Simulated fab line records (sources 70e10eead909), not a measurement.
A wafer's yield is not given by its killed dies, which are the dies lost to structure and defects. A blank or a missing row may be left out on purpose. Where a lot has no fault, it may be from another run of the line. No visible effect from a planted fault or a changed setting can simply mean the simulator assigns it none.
Struck lot and sound lot, side by side | flow nand_harc | 35 steps out of a route of 1302
Sound: wafers L747.3, L747.4, L747.6. Wafers struck: L744.3, L744.4, L744.6. The cause is given at the end.
For every step that has rows: the tool of each side, followed by ch and its chambers, followed by its first start. Under that, the readings that differ: sound wafers | struck wafers | difference of the means | sigmas: that difference in standard deviations of wafers without a fault.
alike: readings with means less than 2 such deviations apart, plus words and numbers identical on both sides. not compared: withheld readings, readings lacking a value on some wafer, bounds such as >300 that could conceal the same value, and numbers that have no deviation in the record and whose values overlap.
The two part at a step that has a row with sigmas, a row that says differs or no value, or rows on one side only. Numbers that don't overlap but have no deviation are shown without sigmas and don't part them. A reading that every wafer of one side lacks parts them only if that side has two wafers or more.

first, 2 steps without rows for these wafers: NHARC_A_SLIT_PRECLEAN_19 (cleans in SC1); NHARC_A_SLIT_SRD_20.
NHARC_A_SLIT_CD_MEAS_21:
  sound: cd_sem-01 at day 25 10:48; struck: cd_sem-02 at day 23 17:34
  alike: cd_nm
then, 3 steps without rows for these wafers: NHARC_A_SIN_REMOVE_WET_00 (chemistry H3PO4, time 15300 s); NHARC_A_SIN_REMOVE_PRECLEAN_01 (cleans in SC1); NHARC_A_SIN_REMOVE_SRD_02.
NHARC_A_SIN_REMOVE_INSPECT_04:
  sound: defect_inspect-01 at day 25 17:22; struck: defect_inspect-02 at day 24 00:06
  alike: raw_defect_count
NHARC_A_WL_FILL_ALD_00: deposits Al2O3, target thk 3 nm, pulse time 3 s, ald cycles 30.
  sound on ald_hk-04 ch 1,3, day 25 17:30; struck on ald_hk-04 ch 1,2,3, day 24 00:10
  alike: heater_power_w, precursor_pulse_height_rel
NHARC_A_WL_FILL_RTA_01: time 5 s.
  sound on rtp_anneal-01 ch 0, day 25 17:48; struck on rtp_anneal-02 ch 0, day 24 00:39
  reading            | sound          | struck         | difference | sigmas
  lamp_power_pct (%) | 28.2 28.2 28.2 | 27.3 27.3 27.4 | -0.9       | -2
  alike: lamp_zone_6_pct, wafer_temp_C_max
then, 1 step without rows for these wafers: NHARC_A_WL_FILL_ALD_02 (deposits TiN, target thk 2 nm, pulse time 3 s, ald cycles 100).
NHARC_A_WL_FILL_CVD_03: deposits W, target thk 40 nm, time 279 s.
  sound on cvd_w-02 ch 0,1, day 25 18:30; struck on cvd_w-01 ch 0,1, day 24 01:21
  alike: heater_power_w, throttle_valve_pct
then, 7 steps without rows for these wafers: NHARC_A_WL_FILL_ETCHBACK_04 (etches the open film in NF3, target depth 60 nm, time 120 s); NHARC_A_WL_FILL_ETCHBACK_05 (etches the open film in Cl2/BCl3, target depth 22 nm, time 60 s); NHARC_A_WL_FILL_STRIP_27 (strips in N2/H2, time 20 s); NHARC_A_WL_FILL_STRIP_28 (strips in post etch residue remover, time 1200 s); NHARC_A_WL_FILL_PRECLEAN_06 (cleans in DIW, time 300 s); NHARC_A_WL_FILL_SRD_07; NHARC_A_WL_FILL_ANNEAL_08 (time 1800 s).
NHARC_A_WL_FILL_ALD_10: deposits SiO2, target thk 50 nm, pulse time 10 s, ald cycles 500.
  sound on ald_hk-01 ch 0,1, day 26 02:44; struck on ald_hk-04 ch 0,1,3, day 24 08:29
  alike: heater_power_w, precursor_pulse_height_rel
then, 2 steps without rows for these wafers: NHARC_A_WL_FILL_ETCHBACK_16 (etches the open film in C4F8/O2/Ar, target depth 120 nm, time 24 s); NHARC_A_WL_FILL_STRIP_29 (strips in O2, time 20 s).
NHARC_A_WL_FILL_ETCHBACK_17: etches the open film in Cl2/BCl3, target depth 4 nm, time 26.7 s.
  sound on rie_metal-03 ch 0,1, day 26 07:33; struck on rie_metal-01 ch 0, day 24 15:25
  reading                     | sound             | struck            | difference | sigmas
  drypump_motor_current_A (A) | 6.12 5.82 5.82    | 5.19 5.18 5.18    | -0.74      | -2
  oes_product_au (a.u.)       | 1.024 1.005 1.006 | 0.982 0.987 0.984 | -0.027     | -3
  not compared: rf_hours_counter_h
then, 6 steps without rows for these wafers: NHARC_A_WL_FILL_PRECLEAN_18 (cleans in dHF, time 30 s); NHARC_A_WL_FILL_SRD_21; NHARC_A_WL_FILL_CVD_23 (deposits poly-Si, target thk 40 nm, time 800 s); NHARC_A_WL_FILL_ETCHBACK_26 (etches the open film in HBr, target depth 52 nm, time 13.3 s); NHARC_A_WL_FILL_PRECLEAN_30 (cleans in dHF, time 10 s); NHARC_A_WL_FILL_SRD_14.
NHARC_A_WL_FILL_ALD_19: deposits TiN, target thk 2 nm, pulse time 3 s, ald cycles 100.
  sound on ald_metal-04 ch 0,1,3, day 26 13:04; struck on ald_metal-02 ch 1,2, day 24 20:57
  alike: heater_power_w, precursor_pulse_height_rel
then, 5 steps without rows for these wafers: NHARC_A_WL_FILL_CVD_20 (deposits W, target thk 100 nm, time 74 s); NHARC_A_WL_FILL_CMP_12 (polishes, t overpolish 30 s, target thk 100 nm); NHARC_A_WL_FILL_SRD_31; NHARC_A_CONTACT_DEP_24 (deposits SiO2, target thk 500 nm); NHARC_A_CONTACT_DEP_28 (deposits aC, target thk 7000 nm).
-- jump in the record: it breaks off in module A_CONTACT and resumes in module END (first step shown: number 1302 of the route), and 8 days separate the struck wafers' starts before and after --
NHARC_END_SORT_01:
  here the record holds rows for the struck wafers (prober-02 ch 0, day 32 18:41) but none for the sound ones

== WHERE THEY PART ==
First at NHARC_A_WL_FILL_RTA_01; last, within this record, at NHARC_END_SORT_01.

WHY: what the simulator had put in
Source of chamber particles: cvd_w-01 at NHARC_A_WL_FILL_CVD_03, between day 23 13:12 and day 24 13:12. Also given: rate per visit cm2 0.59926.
